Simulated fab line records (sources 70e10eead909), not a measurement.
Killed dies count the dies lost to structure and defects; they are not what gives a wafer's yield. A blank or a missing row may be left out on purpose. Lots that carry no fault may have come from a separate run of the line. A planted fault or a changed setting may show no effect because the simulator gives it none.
Matching of chambers	flow nandHarc	NHARC_A_CHANNEL_HOLE_D1_DEP_01 on pecvd-04: 3 sister chambers
The step deposits SiON, target thk 140 nm. 22 wafers are shown with their chamber, then 10 later ones without.

## WAFERS WITH THEIR CHAMBER
wafer	chamber	rfFwdPowerW (W)	heaterPowerW (W)	susceptorTempC (C)
L074.2	1	349.1	655	400.00
L074.5	2	348.7	821	400.26
L074.6	0	349.2	814	400.27
L075.1	1	348.9	714	399.99
L075.5	1	347.8	710	399.79
L076.1	2	347.9	787	400.14
L076.3	0	348.3	834	400.03
L076.5	1	347.2	720	400.19
L077.1	0	348.6	808	400.41
L077.3	1	348.3	795	399.91
L077.6	1	347.2	648	400.00
L078.4	0	346.9	784	399.70
L078.5	2	350.0	728	399.74
L078.6	1	347.4	775	399.70
L080.3	2	348.5	686	400.12
L080.4	0	347.3	825	400.21
L080.5	2	350.3	660	399.80
L085.2	0	346.1	705	400.02
L085.3	2	349.4	776	400.06
L085.5	2	349.6	767	399.84
L090.1	0	347.2	747	400.24
L090.5	0	346.9	780	400.25

SIGNATURES, as means of the wafers listed above
reading	chamber 0	chamber 1	chamber 2	scatter within a chamber
rfFwdPowerW	347.562	347.986	349.200	0.912
heaterPowerW	787.12	716.71	746.43	52
susceptorTempC	400.1413	399.9400	399.9943	0.196
Rule: a wafer's distance from a chamber is the root of the sum, over the readings, of the square of ((its reading less the chamber's mean) divided by the reading's scatter). If the next closest chamber is less than 2 further off than the closest, the wafer can't be placed; otherwise it belongs to the closest. The scatter: take each reading less its chamber's mean, square it, sum over the shown wafers, divide by the number of wafers less the number of chambers, and take the root.

## WAFERS WITH NO CHAMBER GIVEN
wafer	rfFwdPowerW (W)	heaterPowerW (W)	susceptorTempC (C)
L090.6	345.3	651	399.52
L092.1	349.2	785	399.81
L092.2	347.8	719	400.17
L092.5	347.9	732	400.25
L096.1	347.8	703	400.16
L096.4	348.5	744	399.79
L096.5	348.0	719	400.01
L097.1	348.0	721	399.90
L097.2	346.3	692	399.98
L097.3	347.6	717	399.92

## WHICH CHAMBER EACH WENT THROUGH
wafer	from the rows above	in truth
L090.6	can't be placed: 1 or 0 or 2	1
L092.1	can't be placed: 2 or 1 or 0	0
L092.2	can't be placed: 1 or 0 or 2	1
L092.5	can't be placed: 0 or 1 or 2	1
L096.1	can't be placed: 1 or 0 or 2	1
L096.4	can't be placed: 1 or 2 or 0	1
L096.5	can't be placed: 1 or 2 or 0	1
L097.1	can't be placed: 1 or 2 or 0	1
L097.2	can't be placed: 1 or 0 or 2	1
L097.3	can't be placed: 1 or 0 or 2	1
0 of 10 placed correctly. Unplaceable from these rows: 10, with the true chamber sitting among the candidates in 10. Wrongly placed: 0.
